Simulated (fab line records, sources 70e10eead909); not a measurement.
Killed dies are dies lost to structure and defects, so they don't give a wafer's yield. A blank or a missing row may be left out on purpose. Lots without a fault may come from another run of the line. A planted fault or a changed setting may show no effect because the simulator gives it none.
Which tool did it? | flow nand_harc | 13 lots, 39 wafers sampled, at 5 steps of a route of 1302

WHAT THE GAUGES READ, wafer by wafer
NHARC_END_SORT_01. Usual: killed_at_array 53, standard deviation 18; killed_at_other 1.0, standard deviation 1.2; killed_at_periphery 3.6, standard deviation 2.4; killed_dies 58, standard deviation 18; killed_open 3.4, standard deviation 1.8; killed_short 2.3, standard deviation 1.5.
lot  | measured     | on        | killed_at_array | killed_at_other | killed_at_periphery | killed_dies | killed_open | killed_short | flag
L186 | day 27 20:40 | prober-02 | 50 53 254       | 1 1 1           | 2 3 5               | 53 57 260   | 5 3 6       | 5 1 6        | OFF

WHICH TOOL RAN EACH LOT (tool, then ch and the chambers of the sampled wafers, then the start)
lot  | NHARC_A_STAIRCASE_ETCH_313         | NHARC_A_STAIRCASE_ALD_415        | NHARC_A_STAIRCASE_DEP_151       | NHARC_A_STAIRCASE_DEP_325
L178 | rie_diel-13 ch 0,1,3, day 17 04:37 | ald_hk-01 ch 0,1,2, day 17 06:23 | pecvd-01 ch 0,2, day 18 00:43   | pecvd-01 ch 1,2, day 18 20:22
L179 | rie_diel-02 ch 0,1,2, day 17 04:52 | ald_hk-04 ch 1,3, day 17 06:38   | pecvd-04 ch 0,2, day 18 00:43   | pecvd-04 ch 1,2, day 18 20:16
L180 | rie_diel-02 ch 0,1,2, day 17 21:23 | ald_hk-04 ch 1,2,3, day 17 23:25 | pecvd-04 ch 0,2, day 18 12:28   | pecvd-02 ch 0,1, day 19 07:01
L181 | rie_diel-12 ch 0,3, day 18 19:47   | ald_hk-03 ch 0,1,2, day 18 21:42 | pecvd-04 ch 0,1, day 19 10:58   | pecvd-02 ch 0,1,2, day 20 05:06
L183 | rie_diel-12 ch 0,1,2, day 19 03:11 | ald_hk-03 ch 0,2,3, day 19 04:58 | pecvd-02 ch 0,1,2, day 19 19:02 | pecvd-02 ch 0,2, day 20 14:17
L182 | rie_diel-02 ch 0,1,2, day 19 07:08 | ald_hk-01 ch 2,3, day 19 11:45   | pecvd-01 ch 0,1,2, day 20 03:15 | pecvd-02 ch 0,1,2, day 20 22:58
L185 | rie_diel-13 ch 0,3, day 19 21:17   | ald_hk-03 ch 1,2,3, day 19 23:03 | pecvd-02 ch 1,2, day 20 15:18   | pecvd-04 ch 0,1, day 21 13:07
L184 | rie_diel-02 ch 1,2, day 19 21:54   | ald_hk-04 ch 0,3, day 20 00:04   | pecvd-01 ch 0,1, day 20 15:10   | pecvd-02 ch 0,1,2, day 21 13:07
L186 | rie_diel-13 ch 0,1,2, day 20 07:34 | ald_hk-03 ch 0,1,3, day 20 09:48 | pecvd-02 ch 0,1, day 20 23:56   | pecvd-02 ch 1,2, day 22 03:12
L197 | rie_diel-12 ch 0,1, day 25 00:13   | ald_hk-04 ch 0,2, day 25 02:37   | pecvd-04 ch 1,2, day 25 18:11   | pecvd-04 ch 0,2, day 26 13:55
L200 | rie_diel-13 ch 0,2,3, day 25 14:29 | ald_hk-03 ch 0,1,3, day 25 16:49 | pecvd-02 ch 1,2, day 26 06:26   | pecvd-04 ch 0,1, day 27 00:53
L199 | rie_diel-13 ch 0,1,2, day 25 19:14 | ald_hk-03 ch 0,1,2, day 25 21:43 | pecvd-02 ch 0,1, day 26 10:47   | pecvd-01 ch 0,1,2, day 27 01:04
L201 | rie_diel-02 ch 0,2,3, day 26 14:55 | ald_hk-03 ch 0,1,2, day 26 16:41 | pecvd-02 ch 0,2, day 27 06:05   | pecvd-01 ch 0,1, day 28 00:46
- NHARC_A_STAIRCASE_ETCH_313: etches the open film in CF4/CHF3.
- NHARC_A_STAIRCASE_ALD_415: deposits SiO2, target thk 30 nm, pulse time 6 s, ald cycles 300.
- NHARC_A_STAIRCASE_DEP_151: deposits SiO2, target thk 7200 nm.
- NHARC_A_STAIRCASE_DEP_325: deposits SiO2, target thk 7200 nm.

WHAT THE TOOLS THEMSELVES READ (means of the sampled wafers that have a number; where no wafer has one, the mark that the record gives instead)
NHARC_A_STAIRCASE_ETCH_313. Usual: drypump_motor_current_A 5.7 A, standard deviation 0.58; oes_product_au 0.934 a.u., standard deviation 0.015; rf_vpp_V 370.3 V, standard deviation 3; showerhead_plenum_p_Torr 1.57 Torr, standard deviation 0.082; throttle_valve_pct 16.803 %, standard deviation 0.0088.
lot  | tool        | drypump_motor_current_A (A) | oes_product_au (a.u.) | rf_vpp_V (V) | showerhead_plenum_p_Torr (Torr) | throttle_valve_pct (%) | flag
L178 | rie_diel-13 | 6.0                         | 0.930                 | 370.2        | 1.55                            | 16.808                 |
L179 | rie_diel-02 | 5.8                         | 0.924                 | 369.9        | 1.57                            | 16.807                 |
L180 | rie_diel-02 | 5.8                         | 0.959                 | 373.0        | 1.65                            | 16.791                 |
L181 | rie_diel-12 | 5.4                         | 0.929                 | 370.2        | 1.57                            | 16.800                 |
L183 | rie_diel-12 | 5.5                         | 0.925                 | 368.0        | 1.50                            | 16.806                 |
L182 | rie_diel-02 | 5.8                         | 0.918                 | 372.5        | 1.64                            | 16.799                 |
L185 | rie_diel-13 | 6.0                         | 0.927                 | 370.7        | 1.58                            | 16.796                 |
L184 | rie_diel-02 | 5.5                         | 0.916                 | 372.6        | 1.64                            | 16.796                 |
L186 | rie_diel-13 | 5.9                         | 0.929                 | 368.3        | 1.51                            | 16.800                 |
L197 | rie_diel-12 | 5.4                         | 0.935                 | 368.2        | 1.49                            | 16.803                 |
L200 | rie_diel-13 | 5.6                         | 0.931                 | 368.9        | 1.55                            | 16.810                 |
L199 | rie_diel-13 | 5.9                         | 0.930                 | 367.9        | 1.50                            | 16.801                 |
L201 | rie_diel-02 | 6.1                         | 0.922                 | 370.4        | 1.57                            | 16.803                 |

NHARC_A_STAIRCASE_ALD_415. Usual: heater_power_w 475 W, standard deviation 53; precursor_pulse_height_rel 0.999, standard deviation 0.02.
lot  | tool      | heater_power_w (W) | precursor_pulse_height_rel | flag
L178 | ald_hk-01 | 467                | 0.992                      |
L179 | ald_hk-04 | 495                | 1.008                      |
L180 | ald_hk-04 | 503                | 0.995                      |
L181 | ald_hk-03 | 466                | 1.011                      |
L183 | ald_hk-03 | 474                | 0.986                      |
L182 | ald_hk-01 | 464                | 1.002                      |
L185 | ald_hk-03 | 459                | 0.993                      |
L184 | ald_hk-04 | 493                | 0.984                      |
L186 | ald_hk-03 | 444                | 1.006                      |
L197 | ald_hk-04 | 548                | 0.996                      |
L200 | ald_hk-03 | 456                | 1.014                      |
L199 | ald_hk-03 | 480                | 0.980                      |
L201 | ald_hk-03 | 484                | 1.014                      |

NHARC_A_STAIRCASE_DEP_151. Usual: heater_power_w 625 W, standard deviation 110.
lot  | tool     | heater_power_w (W) | flag
L178 | pecvd-01 | 519                |
L179 | pecvd-04 | 692                |
L180 | pecvd-04 | 659                |
L181 | pecvd-04 | 623                |
L183 | pecvd-02 | 575                |
L182 | pecvd-01 | 598                |
L185 | pecvd-02 | 645                |
L184 | pecvd-01 | 571                |
L186 | pecvd-02 | 654                |
L197 | pecvd-04 | 617                |
L200 | pecvd-02 | 693                |
L199 | pecvd-02 | 585                |
L201 | pecvd-02 | 504                |

NHARC_A_STAIRCASE_DEP_325. Usual: heater_power_w 628 W, standard deviation 110.
lot  | tool     | heater_power_w (W) | flag
L178 | pecvd-01 | 695                |
L179 | pecvd-04 | 667                |
L180 | pecvd-02 | 668                |
L181 | pecvd-02 | 588                |
L183 | pecvd-02 | 567                |
L182 | pecvd-02 | 554                |
L185 | pecvd-04 | 683                |
L184 | pecvd-02 | 591                |
L186 | pecvd-02 | 657                |
L197 | pecvd-04 | 638                |
L200 | pecvd-04 | 690                |
L199 | pecvd-01 | 607                |
L201 | pecvd-01 | 682                |

THE ANSWER, worked out from the rows above alone
Rule: a lot is off if the mean of its wafers that have a number lies more than 3 standard deviations from the usual mean. A lot without any number at a reading at which 4 lots or more have one is off too. The other lots that the step has rows for count as sound. The gauges are gone through in route order, then the tools' own readings, and for those a lot's mean is taken as printed above. The first step at which some lot is off is used, and at that step the reading that is off furthest; a lot without a number counts as furthest.
Off: L186, at NHARC_END_SORT_01 (killed_at_array). Neither off nor sound, because the step has no rows for them: L178, L179, L180, L181, L183, L182, L185, L184, L197, L200, L199, L201.
A tool fits if, at a process step before that reading, it ran every lot that is off, and no sound lot after the first of them. The gauges at NHARC_END_SORT_01 are tried like those tools. Can't be told from this: 4 tools fit, rie_diel-13 at NHARC_A_STAIRCASE_ETCH_313, ald_hk-03 at NHARC_A_STAIRCASE_ALD_415, pecvd-02 at NHARC_A_STAIRCASE_DEP_151 and NHARC_A_STAIRCASE_DEP_325, prober-02 at NHARC_END_SORT_01.

WHAT THE SIMULATOR HAD PUT IN
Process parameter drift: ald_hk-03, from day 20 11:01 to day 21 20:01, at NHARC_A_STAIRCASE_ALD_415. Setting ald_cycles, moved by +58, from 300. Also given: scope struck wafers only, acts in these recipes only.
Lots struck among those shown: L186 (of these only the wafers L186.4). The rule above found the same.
